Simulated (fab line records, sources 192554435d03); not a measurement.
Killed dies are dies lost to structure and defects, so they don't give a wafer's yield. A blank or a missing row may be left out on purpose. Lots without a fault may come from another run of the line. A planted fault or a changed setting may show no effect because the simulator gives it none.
fab line records | flow n5_finfet
record lots=4 wafers=12 last_day=18
route steps=1938 shown BEOL_M9@1410 PASSIVATION@1936
lots that met no fault: from a run of the same line without faults
start_h: hours from the record's first day to the start of the lot's first wafer shown | wait_h: hours since the lot's step before | " the same as in the row above | L1.1+2: a row that stands for several wafers | - no value, or no start given | * or withheld: withheld | < > ~ a bound
route shown NAME@n: a module of which the file shows steps, and the number in the route of the first | usual: mean/standard deviation of fault-free wafers | same: alike in all rows | chamber/n: place in a boat | sites: the reading at each site | _std_site: their standard deviation | _edge_site: outer sites' mean less inner sites' | radius_mm: how far each site lies from the wafer's centre | mask NAME#n: copy n | behind: the tool/chamber that last shaped the wafer | hold: why the lot was held/for how many hours/how that ended | device: the transistor (n, p or np) that didn't switch | end of line: the same wafers' tests at the end of the route | a step without rows: its recipe alone | killed: dies lost to structure and defects at the first sort, not the wafer's yield | map: a wafer's dies, x killed, . not, _ none there
set.NAME: the setting as run; set.NAME@STEP: as run at that earlier step | model.NAME: the simulator's own value behind a step, which no gauge read
lots at some steps of the route; a table a step, a row a wafer
services: from which hour (start_h, from the record's first day; less than 0 if before it) a tool's chamber was out of use, for how many hours, and why
## steps
# step N5_BEOL_M9_SOFTBAKE_06
# recipe temp_c=110 time_s=60 resist=CAR-ArF
# step N5_BEOL_M9_EXPOSE_08
# recipe mask_id=M9 na=1.35 source_shape=dipole sigma_inner=0.411 sigma_outer=0.611 polarization=te dose_mj=53.75
# step N5_BEOL_M9_PEB_09
# recipe peb_temp_c=withheld peb_time_s=60 resist=CAR-ArF
# step N5_BEOL_M9_DEVELOP_10
# recipe develop_time_s=30 developer=TMAH resist=CAR-ArF rinse_liquid=diw dry=air_spin dev_temp_c=23
# step N5_BEOL_M9_DESCUM_16
# recipe chemistry=O2 time_s=7.9 source_power_w=50 bias_power_w=20 pressure_mtorr=20 rf_frequency_hz=2.712e+07 temp_c=40 resist=CAR-ArF o2_flow_sccm=225
# step N5_BEOL_M9_ETCH_61
# recipe chemistry=CF4 target=SiARC target_depth_a=390 mask_material=CAR-ArF time_s=65 ion_energy_ev=80 pressure_mtorr=40 source_w=545 bias_w=36 Ar_flow_sccm=100 cf4_flow_sccm=100 ends=cleared
# step N5_BEOL_M9_ETCH_62
# recipe chemistry=N2/H2 target=SOC target_depth_a=1100 overetch_a=220 mask_material=SiARC temp_c=40 time_s=165 ion_energy_ev=200 pressure_mtorr=30 source_w=840 bias_w=150 n2_flow_sccm=200 h2_flow_sccm=200
# step N5_BEOL_M9_STRIP_68
# recipe chemistry=N2/H2 temp_c=40 n2_flow_sccm=200 h2_flow_sccm=200 rf_frequency_hz=6e+07
# step N5_BEOL_M9_STRIP_67
# recipe chemistry=CF4 resist=SiARC power_w=300 bias_power_w=75 pressure_mtorr=50 cf4_flow_sccm=150 rf_frequency_hz=6e+07
# step N5_BEOL_M9_HM_OPEN_17
# recipe chemistry=Cl2/BCl3 target_depth_a=200 overetch_a=60 target=TiN mask_material=SOC ion_energy_ev=150 pressure_mtorr=10 icp_w=1000 bias_w=126 Cl2_flow_sccm=53.25 bcl3_flow_sccm=21.75 Ar_flow_sccm=25
# usual drypump_motor_current_A=5.9/0.64 mfc_cl2_sccm=53.22/0.16 oes_product_au=0.69/0.081 throttle_valve_pct=22.2/0.42
# columns lot.wafer tool chamber start_h wait_h drypump_motor_current_A mfc_cl2_sccm oes_product_au rf_hours_counter_h throttle_valve_pct
L158.2 rie_metal-01 1 278.77 0.0 5.4 53.33 0.71 25 22.3
L158.3 " 0 " " 5.8 53.27 0.58 - 22.7
L158.6 " 1 " " 5.4 53.40 0.71 - 22.2
L155.1 rie_metal-01 1 279.68 0.0 5.4 53.06 0.72 25 22.3
L155.2 " 0 " " 5.8 53.17 0.57 93 22.8
L155.6 " 1 " " 5.4 53.14 0.72 - 22.2
L165.3 rie_metal-03 0 310.55 0.1 6.7 53.17 0.72 - 21.6
L165.5 " 0 " " 6.7 53.11 0.72 - 21.6
L165.6 " 1 " " 5.3 53.66 0.77 - 22.4
L168.3 rie_metal-01 1 377.58 0.1 5.4 53.27 0.68 - 22.3
L168.5 " 1 " " 5.4 53.43 0.69 - 22.3
L168.6 " 0 " " 5.9 53.25 0.56 - 22.8
# step N5_BEOL_M9_STRIP_19
# recipe chemistry=O2 power_w=400 temp_c=40 pressure_mtorr=30 rf_frequency_hz=6e+07 bias_power_w=0 overash_fraction=0.2 o2_flow_sccm=225
# step N5_BEOL_M9_COAT_63
# recipe resist=SOC temp_c=250 time_s=60 spin_rpm=1500 resist_thk_nm=60
# step N5_BEOL_M9_COAT_64
# recipe resist=SiARC temp_c=220 time_s=60 spin_rpm=1500 resist_thk_nm=12
# step N5_BEOL_M9_COAT_75
# recipe resist=underlayer temp_c=205 time_s=60 spin_rpm=1500 resist_thk_nm=5
# step N5_BEOL_M9_COAT_22
# recipe resist=CAR-EUV spin_rpm=1500 resist_thk_nm=30
# step N5_BEOL_M9_EBR_24
# recipe solvent=PGMEA ebr_width_mm=1.5
# step N5_BEOL_M9_SOFTBAKE_23
# recipe temp_c=110 time_s=60 resist=CAR-EUV
# step N5_BEOL_M9_EXPOSE_25
# recipe mask_id=V8 na=0.33 source_shape=annular sigma_inner=0.4 sigma_outer=0.8 polarization=unpolarized dose_mj=37.25
# step N5_BEOL_M9_PEB_26
# recipe peb_temp_c=100 peb_time_s=60 resist=CAR-EUV
# step N5_BEOL_M9_DEVELOP_27
# recipe develop_time_s=30 developer=TMAH resist=CAR-EUV rinse_liquid=surfactant_rinse dry=air_spin dev_temp_c=23
# step N5_BEOL_M9_INSPECT_30
# recipe mode=adi inspect_instrument=brightfield
# usual raw_defect_count=382/84
# columns lot.wafer tool chamber start_h wait_h raw_defect_count
L158.2 defect_inspect-02 - 281.47 0.0 658
L158.3 " - " " 356
L158.6 " - " " 597
L155.1 defect_inspect-01 - 281.64 0.1 668
L155.2 " - " " 327
L155.6 " - " " 708
L165.3 defect_inspect-02 - 312.38 0.0 332
L165.5 " - " " 347
L165.6 " - " " 307
L168.3 defect_inspect-01 - 379.32 0.0 366
L168.5 " - " " 428
L168.6 " - " " 291
# step N5_BEOL_M9_DESCUM_33
# recipe chemistry=O2 time_s=7 source_power_w=50 bias_power_w=20 pressure_mtorr=20 rf_frequency_hz=2.712e+07 temp_c=40 resist=CAR-EUV o2_flow_sccm=225
# step N5_PASSIVATION_PROBE_49
# usual defect_limited_yield=91.3/1.4 killed_at_M0_to_M3=33/11 killed_at_M4_up=15/6.2 killed_at_contacts=13/6.5 killed_at_front_end=38/11 killed_at_other=3.4/2.6 killed_dies=102/17 killed_on_rim=13/4.1 killed_open=67/12 killed_short=34/7.9 sort_bin_5_function=5.1/0.88 sort_bin_6_memory=3.3/0.65 sort_n_pass=1078/17 sort_yield_pct=91.3/1.4
# same gross_dies=1180 killed_at_back_side=0 sort_bin_4_leakage[%]=0 sort_bin_8_speed[%]=0
# columns lot.wafer tool chamber start_h wait_h defect_limited_yield[%] killed_at_M0_to_M3 killed_at_M4_up killed_at_contacts killed_at_front_end killed_at_other killed_dies killed_on_rim killed_open killed_short sort_bin_5_function[%] sort_bin_6_memory[%] sort_n_pass sort_yield_pct[%]
L158.2 prober-02 - 340.72 0.4 86.4 49 49 11 51 1 161 28 75 38 8.5 4.3 1019 86.4
L158.6 prober-02 - 340.92 0.6 86.0 56 63 4 37 5 165 33 67 41 8.8 4.5 1015 86.0
L155.1 prober-01 - 346.02 0.0 86.3 34 62 18 48 0 162 31 69 39 8.4 4.1 1018 86.3
L155.6 prober-01 - 346.27 0.3 88.2 29 61 15 29 5 139 27 60 27 7.0 3.5 1041 88.2
# killed by level:class
L158.2 BEOL_M9:unspecified=44 FIN_SAQP:geometric_particle:short=14 BEOL_M0_SAQP:geometric_particle:open=13 BEOL_M1:geometric_particle:open=11 BEOL_M0_SAQP:geometric_particle:short=10 MOL_CONTACT_COAG:geometric_particle:open=9 FIN_SAQP:geometric_particle:open=8 BEOL_M3:geometric_particle:open=7
L158.6 BEOL_M9:unspecified=55 BEOL_M0_SAQP:geometric_particle:short=19 BEOL_M0_SAQP:geometric_particle:open=15 FIN_SAQP:geometric_particle:open=10 BEOL_M3:geometric_particle:open=10 FIN_SAQP:geometric_particle:short=9 BEOL_M1:geometric_particle:open=8 STI_FIN_REVEAL:geometric_particle:open=6
L155.1 BEOL_M9:unspecified=50 MOL_CONTACT_COAG:geometric_particle:open=13 STI_FIN_REVEAL:geometric_particle:open=12 BEOL_M2:geometric_particle:open=10 FIN_SAQP:geometric_particle:open=8 BEOL_M0_SAQP:geometric_particle:short=6 GATE_CUT:geometric_particle:short=5 MOL_CONTACT_COAG:geometric_particle:short=5
L155.6 BEOL_M9:unspecified=52 MOL_CONTACT_COAG:geometric_particle:open=12 BEOL_M2:geometric_particle:open=11 STI_FIN_REVEAL:geometric_particle:open=5 DUMMY_GATE:geometric_particle:open=5 GATE_CUT:geometric_particle:short=5 BEOL_M0_SAQP:geometric_particle:short=4 BEOL_M1:geometric_particle:open=4
# map L155.1 (x killed, . not)
_________________......x.....________________
______________....x............x_____________
___________....................x...__________
__________xx........................_________
________............x................._______
_______................x.............x.______
______x....x......x..x............x....._____
_____...x.................x....x.........____
____..................................x...___
___..............x..........x......x......x__
___........x..x....x....x..x.........xx....__
__....x....................x................_
__......x....................x.............._
_.x....x......x...........x.....x.x...x....x.
_.......................xx.....x..........xx.
_....x...x...x........x....x.............xx..
_.......x..x.................x...............
_......x.........x.....................x.....
_......x.........................x...........
_...x..x...........x.........................
_xx.x..x...x...x.........x...x.....x........x
__xxxxx..x.......x..x..............x........_
__xxxxx.....x..........x.xx.............x..._
___xxxxxxx.....x.........xx....x...........__
___xxxxxxxx...........x......x.......x.....__
____xxxxxxx.........x...x...xx....x...x..x___
_____xxxxx.x.............................____
______xxx......x..............xx....x..x_____
_______xxxx.......x......x...x......x..______
________.....x.........x.....xxx......_______
__________................x.......x._________
___________.....x.........x........__________
______________..........x......._____________
_________________...x........________________
# map L158.6 (x killed, . not)
_________________.....x......________________
______________..x..........x..x._____________
___________........................__________
__________.........................._________
________...x.....x...................x_______
_______.........x......................______
______.............................x..x._____
_____..............x.....x..x.....x......____
____............xx.......x...x........x.x.___
___..x.......x....x...x..............x....x__
___..............................x.........__
__x.....x.......x..............x......xxx..._
__.xx.........x.x...................x......._
_.........x........................x.........
_x.x.........x.............x.................
_.xx.................................x....x.x
_....x....xx..........x......x...............
_......................x..x..................
_.....x.............x....x...................
_....xx.x.....x.x............x...x....x......
_..x....x..x....x..........x.................
__xxxxx....x.x.x....x...x..x................_
__xxxxxxx..................................._
___xxxxxxx...............xx............x...__
___xxxxxxxx...x...................xx..x....__
____xxxxxx.x....x.............x.......x...___
_____xxxxxx..x........xx.................____
______xxxx.x..x.......x...............x._____
_______xxxx......x......x..............______
________x.......x.x.x....x.........x.._______
__________xx.x..............x..x...._________
___________.......x.........x..x.x.__________
______________.......x.x........_____________
_________________x...x.......________________
## services
# columns tool chamber start_h hours kind
rie_metal-03 - 256.46 0.9 repair
rie_metal-03 - 282.04 1.4 pm
rie_metal-01 - 305.91 15.6 pm
rie_metal-01 - 340.07 2.8 pm
## key
first_sign step=N5_BEOL_M9_INSPECT_30 reading=raw_defect_count direction=up sigmas=3.3 usual=382 struck=658
effect step=N5_PASSIVATION_PROBE_49 reading=killed_at_M4_up direction=up sigmas=7.1 usual=15 struck=59
more_kills_born_at N5_BEOL_M9_HM_OPEN_17@rie_metal-01=201
met_at N5_BEOL_M9_HM_OPEN_17
struck_wafers L155.1,L155.6,L158.2,L158.6
fault kind=chamber_particle_source tool=rie_metal-01 chamber=1 onset_h=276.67 steps=N5_BEOL_M9_HM_OPEN_17 rate_per_visit_cm2=0.46224 end_h=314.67
